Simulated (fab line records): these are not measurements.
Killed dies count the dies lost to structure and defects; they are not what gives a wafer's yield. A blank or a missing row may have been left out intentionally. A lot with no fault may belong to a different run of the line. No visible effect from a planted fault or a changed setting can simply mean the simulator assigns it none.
fab line records / flow n5Finfet
record lots=5 wafers=15 lastDay=18
route steps=1938 shown BEOL_M3@933
lots with no fault: from the same line, run without faults
startH: start of the lot's first displayed wafer, in hours after the record's first day / waitH: time in hours since the lot's previous step / " identical to the entry in the row above / L1.1+2: a row that stands for several wafers / - no value present, or no start provided / * or withheld: withheld / < > ~ a bound
route shown NAME@n: names a module that has steps shown in the file, with the first one's number in the route / usual: the fault-free wafers' mean and standard deviation / same: alike in all rows / chamber/n: place in a boat / sites: the reading at each site / _std_site: the values' standard deviation / _edge_site: inner sites' mean taken away from outer sites' mean / radiusMm: how far each site lies from the wafer's centre / mask NAME#n: copy n / behind: the tool/chamber that last shaped the wafer / hold: cause of the lot's hold/its duration in hours/its outcome / device: the transistor (n, p or np) that didn't switch / end of line: at the end of the route, the tests of the same wafers / a step without rows: its recipe alone / killed: at the first sort, the dies lost to defects and structure; wafer yield is something else / map: shows each die of a wafer: x if killed, . if not, _ if none is there
set.NAME: setting as actually run; set.NAME@STEP: the setting as run at that earlier step / model.NAME: the simulator's own value behind a step, which no gauge read
a table for each step, a row for each wafer; lots at some steps of the route
services: a tool's chamber out of use, with start hour (startH, from the record's first day; less than 0 if before it), hours out, and reason
## steps
# step N5_BEOL_M3_PECVD_72
# recipe material=SiO2 targetThkA=160 tempC=400 precursor=TEOS/O2 pressureTorr=5.5 rfW=450 teosFlowSccm=53.8 gas=O2 flowSccm=3000 timeS=18
# usual heaterPowerW=708/88 showerheadPlenumPTorr=8.781/0.027 susceptorTempC=399.98/0.23 throttleValvePct=22.6/0.86
lot.wafer=L077.1 tool=pecvd-03 chamber=2 startH=160.90 waitH=0.0 heaterPowerW=710 showerheadPlenumPTorr=8.810 susceptorTempC=399.99 throttleValvePct=22.4
lot.wafer=L077.3 tool=pecvd-03 chamber=1 startH=160.90 waitH=0.0 heaterPowerW=604 showerheadPlenumPTorr=8.750 susceptorTempC=400.40 throttleValvePct=23.5
lot.wafer=L077.4 tool=pecvd-03 chamber=2 startH=160.90 waitH=0.0 heaterPowerW=710 showerheadPlenumPTorr=8.811 susceptorTempC=400.07 throttleValvePct=22.5
lot.wafer=L090.2 tool=pecvd-01 chamber=2 startH=254.62 waitH=0.0 heaterPowerW=732 showerheadPlenumPTorr=8.773 susceptorTempC=400.07 throttleValvePct=20.4
lot.wafer=L090.3 tool=pecvd-01 chamber=0 startH=254.62 waitH=0.0 heaterPowerW=812 showerheadPlenumPTorr=8.778 susceptorTempC=400.21 throttleValvePct=25.2
lot.wafer=L090.5 tool=pecvd-01 chamber=0 startH=254.62 waitH=0.0 heaterPowerW=797 showerheadPlenumPTorr=8.792 susceptorTempC=400.08 throttleValvePct=24.8
lot.wafer=L092.1 tool=pecvd-01 chamber=2 startH=258.36 waitH=0.0 heaterPowerW=771 showerheadPlenumPTorr=8.766 susceptorTempC=400.21 throttleValvePct=20.7
lot.wafer=L092.2 tool=pecvd-01 chamber=0 startH=258.36 waitH=0.0 heaterPowerW=908 showerheadPlenumPTorr=8.796 susceptorTempC=399.86 throttleValvePct=24.8
lot.wafer=L092.6 tool=pecvd-01 chamber=2 startH=258.36 waitH=0.0 heaterPowerW=757 showerheadPlenumPTorr=8.758 susceptorTempC=400.23 throttleValvePct=20.4
lot.wafer=L091.1 tool=pecvd-04 chamber=0 startH=260.56 waitH=0.0 heaterPowerW=677 showerheadPlenumPTorr=8.759 susceptorTempC=400.57 throttleValvePct=22.6
lot.wafer=L091.4 tool=pecvd-04 chamber=2 startH=260.56 waitH=0.0 heaterPowerW=667 showerheadPlenumPTorr=8.766 susceptorTempC=400.04 throttleValvePct=21.9
lot.wafer=L091.5 tool=pecvd-04 chamber=0 startH=260.56 waitH=0.0 heaterPowerW=690 showerheadPlenumPTorr=8.752 susceptorTempC=400.20 throttleValvePct=22.6
lot.wafer=L097.2 tool=pecvd-03 chamber=2 startH=295.34 waitH=0.0 heaterPowerW=713 showerheadPlenumPTorr=8.817 susceptorTempC=399.88 throttleValvePct=22.6
lot.wafer=L097.5 tool=pecvd-03 chamber=2 startH=295.34 waitH=0.0 heaterPowerW=713 showerheadPlenumPTorr=8.816 susceptorTempC=399.87 throttleValvePct=23.0
lot.wafer=L097.6 tool=pecvd-03 chamber=0 startH=295.34 waitH=0.0 heaterPowerW=869 showerheadPlenumPTorr=8.804 susceptorTempC=400.28 throttleValvePct=22.0
# step N5_BEOL_M3_HM_DEP_02
# recipe material=TiN targetThkA=200 tempC=25 chamberPressurePa=0.49996
# usual susceptorTempC=25.00/0.096 throttleValvePct=29.8/0.93
lot.wafer=L077.1 tool=pvdSputter-03 chamber=- startH=162.82 waitH=1.9 susceptorTempC=24.88 throttleValvePct=30.1
lot.wafer=L077.3 tool=pvdSputter-03 chamber=- startH=162.82 waitH=1.9 susceptorTempC=25.07 throttleValvePct=28.6
lot.wafer=L077.4 tool=pvdSputter-03 chamber=- startH=162.82 waitH=1.9 susceptorTempC=25.02 throttleValvePct=30.6
lot.wafer=L090.2 tool=pvdSputter-02 chamber=- startH=255.99 waitH=1.4 susceptorTempC=24.98 throttleValvePct=30.6
lot.wafer=L090.3 tool=pvdSputter-02 chamber=- startH=255.99 waitH=1.4 susceptorTempC=25.00 throttleValvePct=30.4
lot.wafer=L090.5 tool=pvdSputter-02 chamber=- startH=255.99 waitH=1.4 susceptorTempC=24.85 throttleValvePct=30.5
lot.wafer=L092.1 tool=pvdSputter-01 chamber=- startH=259.26 waitH=0.9 susceptorTempC=24.98 throttleValvePct=29.0
lot.wafer=L092.2 tool=pvdSputter-01 chamber=- startH=259.26 waitH=0.9 susceptorTempC=24.99 throttleValvePct=27.9
lot.wafer=L092.6 tool=pvdSputter-01 chamber=- startH=259.26 waitH=0.9 susceptorTempC=24.95 throttleValvePct=28.0
lot.wafer=L091.1 tool=pvdSputter-01 chamber=- startH=261.48 waitH=0.9 susceptorTempC=24.82 throttleValvePct=30.9
lot.wafer=L091.4 tool=pvdSputter-01 chamber=- startH=261.48 waitH=0.9 susceptorTempC=24.97 throttleValvePct=29.0
lot.wafer=L091.5 tool=pvdSputter-01 chamber=- startH=261.48 waitH=0.9 susceptorTempC=25.02 throttleValvePct=28.9
lot.wafer=L097.2 tool=pvdSputter-02 chamber=- startH=296.45 waitH=1.1 susceptorTempC=25.07 throttleValvePct=30.7
lot.wafer=L097.5 tool=pvdSputter-02 chamber=- startH=296.45 waitH=1.1 susceptorTempC=24.89 throttleValvePct=30.1
lot.wafer=L097.6 tool=pvdSputter-02 chamber=- startH=296.45 waitH=1.1 susceptorTempC=25.11 throttleValvePct=30.5
# step N5_BEOL_M3_COAT_61
# recipe resist=SOC tempC=250 timeS=60 spinRpm=1500 resistThkNm=60
# usual heaterPowerTotalW=500.6/1.8 plateTempC=249.97/0.18
lot.wafer=L077.1 tool=lithoTrack-04 chamber=0 startH=162.94 waitH=0.1 heaterPowerTotalW=499.6 plateTempC=250.11
lot.wafer=L077.3 tool=lithoTrack-04 chamber=0 startH=162.94 waitH=0.1 heaterPowerTotalW=497.3 plateTempC=250.22
lot.wafer=L077.4 tool=lithoTrack-04 chamber=0 startH=162.94 waitH=0.1 heaterPowerTotalW=502.6 plateTempC=250.05
lot.wafer=L090.2 tool=lithoTrack-02 chamber=0 startH=256.12 waitH=0.1 heaterPowerTotalW=503.1 plateTempC=250.04
lot.wafer=L090.3 tool=lithoTrack-02 chamber=0 startH=256.12 waitH=0.1 heaterPowerTotalW=500.7 plateTempC=250.08
lot.wafer=L090.5 tool=lithoTrack-02 chamber=0 startH=256.12 waitH=0.1 heaterPowerTotalW=501.8 plateTempC=249.97
lot.wafer=L092.1 tool=lithoTrack-05 chamber=0 startH=259.39 waitH=0.1 heaterPowerTotalW=502.7 plateTempC=249.74
lot.wafer=L092.2 tool=lithoTrack-05 chamber=0 startH=259.39 waitH=0.1 heaterPowerTotalW=502.3 plateTempC=249.73
lot.wafer=L092.6 tool=lithoTrack-05 chamber=0 startH=259.39 waitH=0.1 heaterPowerTotalW=497.7 plateTempC=249.63
lot.wafer=L091.1 tool=lithoTrack-04 chamber=0 startH=261.61 waitH=0.1 heaterPowerTotalW=499.1 plateTempC=249.76
lot.wafer=L091.4 tool=lithoTrack-04 chamber=0 startH=261.61 waitH=0.1 heaterPowerTotalW=502.4 plateTempC=249.91
lot.wafer=L091.5 tool=lithoTrack-04 chamber=0 startH=261.61 waitH=0.1 heaterPowerTotalW=499.4 plateTempC=250.02
lot.wafer=L097.2 tool=lithoTrack-02 chamber=0 startH=296.58 waitH=0.1 heaterPowerTotalW=498.3 plateTempC=249.90
lot.wafer=L097.5 tool=lithoTrack-02 chamber=0 startH=296.58 waitH=0.1 heaterPowerTotalW=499.1 plateTempC=249.99
lot.wafer=L097.6 tool=lithoTrack-02 chamber=0 startH=296.58 waitH=0.1 heaterPowerTotalW=498.6 plateTempC=249.82
# step N5_BEOL_M3_COAT_62
# recipe resist=SiARC tempC=220 timeS=60 spinRpm=1500 resistThkNm=12
# usual heaterPowerTotalW=427.9/2.1 plateTempC=220.01/0.17
lot.wafer=L077.1 tool=lithoTrack-04 chamber=0 startH=- waitH=- heaterPowerTotalW=429.6 plateTempC=219.85
lot.wafer=L077.3 tool=lithoTrack-04 chamber=0 startH=- waitH=- heaterPowerTotalW=426.8 plateTempC=219.97
lot.wafer=L077.4 tool=lithoTrack-04 chamber=0 startH=- waitH=- heaterPowerTotalW=425.8 plateTempC=219.91
lot.wafer=L090.2 tool=lithoTrack-02 chamber=0 startH=- waitH=- heaterPowerTotalW=430.0 plateTempC=219.99
lot.wafer=L090.3 tool=lithoTrack-02 chamber=0 startH=- waitH=- heaterPowerTotalW=430.7 plateTempC=220.09
lot.wafer=L090.5 tool=lithoTrack-02 chamber=0 startH=- waitH=- heaterPowerTotalW=430.5 plateTempC=220.10
lot.wafer=L092.1 tool=lithoTrack-05 chamber=0 startH=- waitH=- heaterPowerTotalW=425.3 plateTempC=219.74
lot.wafer=L092.2 tool=lithoTrack-05 chamber=0 startH=- waitH=- heaterPowerTotalW=424.6 plateTempC=219.96
lot.wafer=L092.6 tool=lithoTrack-05 chamber=0 startH=- waitH=- heaterPowerTotalW=427.0 plateTempC=220.03
lot.wafer=L091.1 tool=lithoTrack-04 chamber=0 startH=- waitH=- heaterPowerTotalW=427.8 plateTempC=219.96
lot.wafer=L091.4 tool=lithoTrack-04 chamber=0 startH=- waitH=- heaterPowerTotalW=429.4 plateTempC=220.03
lot.wafer=L091.5 tool=lithoTrack-04 chamber=0 startH=- waitH=- heaterPowerTotalW=424.7 plateTempC=220.11
lot.wafer=L097.2 tool=lithoTrack-02 chamber=0 startH=- waitH=- heaterPowerTotalW=426.9 plateTempC=220.01
lot.wafer=L097.5 tool=lithoTrack-02 chamber=0 startH=- waitH=- heaterPowerTotalW=427.2 plateTempC=220.12
lot.wafer=L097.6 tool=lithoTrack-02 chamber=0 startH=- waitH=- heaterPowerTotalW=430.8 plateTempC=219.78
# step N5_BEOL_M3_COAT_73
# recipe resist=underlayer tempC=205 timeS=60 spinRpm=1500 resistThkNm=5
# usual heaterPowerTotalW=391.8/1.2 plateTempC=204.99/0.16
lot.wafer=L077.1 tool=lithoTrack-04 chamber=0 startH=- waitH=- heaterPowerTotalW=391.7 plateTempC=204.81
lot.wafer=L077.3 tool=lithoTrack-04 chamber=0 startH=- waitH=- heaterPowerTotalW=393.6 plateTempC=204.82
lot.wafer=L077.4 tool=lithoTrack-04 chamber=0 startH=- waitH=- heaterPowerTotalW=393.2 plateTempC=204.62
lot.wafer=L090.2 tool=lithoTrack-02 chamber=0 startH=- waitH=- heaterPowerTotalW=392.7 plateTempC=205.22
lot.wafer=L090.3 tool=lithoTrack-02 chamber=0 startH=- waitH=- heaterPowerTotalW=391.8 plateTempC=205.21
lot.wafer=L090.5 tool=lithoTrack-02 chamber=0 startH=- waitH=- heaterPowerTotalW=393.7 plateTempC=205.52
lot.wafer=L092.1 tool=lithoTrack-05 chamber=0 startH=- waitH=- heaterPowerTotalW=392.2 plateTempC=205.07
lot.wafer=L092.2 tool=lithoTrack-05 chamber=0 startH=- waitH=- heaterPowerTotalW=390.2 plateTempC=204.95
lot.wafer=L092.6 tool=lithoTrack-05 chamber=0 startH=- waitH=- heaterPowerTotalW=393.3 plateTempC=205.25
lot.wafer=L091.1 tool=lithoTrack-04 chamber=0 startH=- waitH=- heaterPowerTotalW=390.3 plateTempC=204.85
lot.wafer=L091.4 tool=lithoTrack-04 chamber=0 startH=- waitH=- heaterPowerTotalW=390.5 plateTempC=205.28
lot.wafer=L091.5 tool=lithoTrack-04 chamber=0 startH=- waitH=- heaterPowerTotalW=390.2 plateTempC=205.09
lot.wafer=L097.2 tool=lithoTrack-02 chamber=0 startH=- waitH=- heaterPowerTotalW=389.5 plateTempC=204.96
lot.wafer=L097.5 tool=lithoTrack-02 chamber=0 startH=- waitH=- heaterPowerTotalW=392.2 plateTempC=204.67
lot.wafer=L097.6 tool=lithoTrack-02 chamber=0 startH=- waitH=- heaterPowerTotalW=393.5 plateTempC=205.26
# step N5_BEOL_M3_COAT_05
# recipe resist=CAR-EUV spinRpm=1500 resistThkNm=30
lot.wafer=L077.1+3+4 tool=lithoTrack-04 chamber=0 startH=- waitH=-
lot.wafer=L090.2+3+5 tool=lithoTrack-02 chamber=0 startH=- waitH=-
lot.wafer=L092.1+2+6 tool=lithoTrack-05 chamber=0 startH=- waitH=-
lot.wafer=L091.1+4+5 tool=lithoTrack-04 chamber=0 startH=- waitH=-
lot.wafer=L097.2+5+6 tool=lithoTrack-02 chamber=0 startH=- waitH=-
# step N5_BEOL_M3_EBR_07
# recipe solvent=PGMEA ebrWidthMm=1.5
lot.wafer=L077.1+3+4 tool=lithoTrack-04 chamber=0 startH=- waitH=-
lot.wafer=L090.2+3+5 tool=lithoTrack-02 chamber=0 startH=- waitH=-
lot.wafer=L092.1+2+6 tool=lithoTrack-05 chamber=0 startH=- waitH=-
lot.wafer=L091.1+4+5 tool=lithoTrack-04 chamber=0 startH=- waitH=-
lot.wafer=L097.2+5+6 tool=lithoTrack-02 chamber=0 startH=- waitH=-
# step N5_BEOL_M3_SOFTBAKE_06
# recipe tempC=110 timeS=60 resist=CAR-EUV
# usual heaterPowerTotalW=175.3/1.7 plateTempC=109.98/0.12
lot.wafer=L077.1 tool=lithoTrack-04 chamber=0 startH=- waitH=- heaterPowerTotalW=175.8 plateTempC=110.04
lot.wafer=L077.3 tool=lithoTrack-04 chamber=0 startH=- waitH=- heaterPowerTotalW=177.4 plateTempC=110.11
lot.wafer=L077.4 tool=lithoTrack-04 chamber=0 startH=- waitH=- heaterPowerTotalW=173.0 plateTempC=110.03
lot.wafer=L090.2 tool=lithoTrack-02 chamber=0 startH=- waitH=- heaterPowerTotalW=177.2 plateTempC=110.16
lot.wafer=L090.3 tool=lithoTrack-02 chamber=0 startH=- waitH=- heaterPowerTotalW=173.0 plateTempC=109.94
lot.wafer=L090.5 tool=lithoTrack-02 chamber=0 startH=- waitH=- heaterPowerTotalW=177.3 plateTempC=110.10
lot.wafer=L092.1 tool=lithoTrack-05 chamber=0 startH=- waitH=- heaterPowerTotalW=175.7 plateTempC=110.07
lot.wafer=L092.2 tool=lithoTrack-05 chamber=0 startH=- waitH=- heaterPowerTotalW=176.7 plateTempC=110.01
lot.wafer=L092.6 tool=lithoTrack-05 chamber=0 startH=- waitH=- heaterPowerTotalW=177.5 plateTempC=110.02
lot.wafer=L091.1 tool=lithoTrack-04 chamber=0 startH=- waitH=- heaterPowerTotalW=176.3 plateTempC=109.95
lot.wafer=L091.4 tool=lithoTrack-04 chamber=0 startH=- waitH=- heaterPowerTotalW=175.5 plateTempC=110.20
lot.wafer=L091.5 tool=lithoTrack-04 chamber=0 startH=- waitH=- heaterPowerTotalW=177.6 plateTempC=110.08
lot.wafer=L097.2 tool=lithoTrack-02 chamber=0 startH=- waitH=- heaterPowerTotalW=176.0 plateTempC=109.92
lot.wafer=L097.5 tool=lithoTrack-02 chamber=0 startH=- waitH=- heaterPowerTotalW=177.5 plateTempC=109.90
lot.wafer=L097.6 tool=lithoTrack-02 chamber=0 startH=- waitH=- heaterPowerTotalW=173.7 plateTempC=109.93
## services
tool=pecvd-03 chamber=0 startH=152.33 hours=2.1 kind=scheduledDown
tool=pecvd-01 chamber=0 startH=165.07 hours=5.7 kind=repair
tool=pecvd-01 chamber=2 startH=175.92 hours=5.5 kind=scheduledDown
tool=pecvd-04 chamber=2 startH=179.26 hours=5.5 kind=scheduledDown
tool=pecvd-01 chamber=1 startH=201.68 hours=5.7 kind=repair
tool=pecvd-01 chamber=0 startH=204.22 hours=8.1 kind=repair
tool=pvdSputter-01 chamber=- startH=211.92 hours=2.5 kind=repair
tool=pecvd-01 chamber=2 startH=212.35 hours=- kind=clean
tool=pecvd-01 chamber=2 startH=212.35 hours=- kind=consumableReplace:showerhead
tool=pecvd-01 chamber=2 startH=212.35 hours=29.0 kind=scheduledDown
tool=pecvd-01 chamber=2 startH=212.35 hours=29.0 kind=ventCycle
tool=pecvd-04 chamber=0 startH=236.69 hours=2.1 kind=scheduledDown
tool=pecvd-03 chamber=2 startH=238.59 hours=4.2 kind=repair
tool=pecvd-01 chamber=1 startH=274.64 hours=2.1 kind=scheduledDown
tool=lithoTrack-02 chamber=- startH=282.27 hours=- kind=consumableReplace:filter
tool=pecvd-04 chamber=- startH=286.38 hours=1.6 kind=repair
tool=pecvd-03 chamber=1 startH=289.67 hours=10.2 kind=repair
## key
fault none
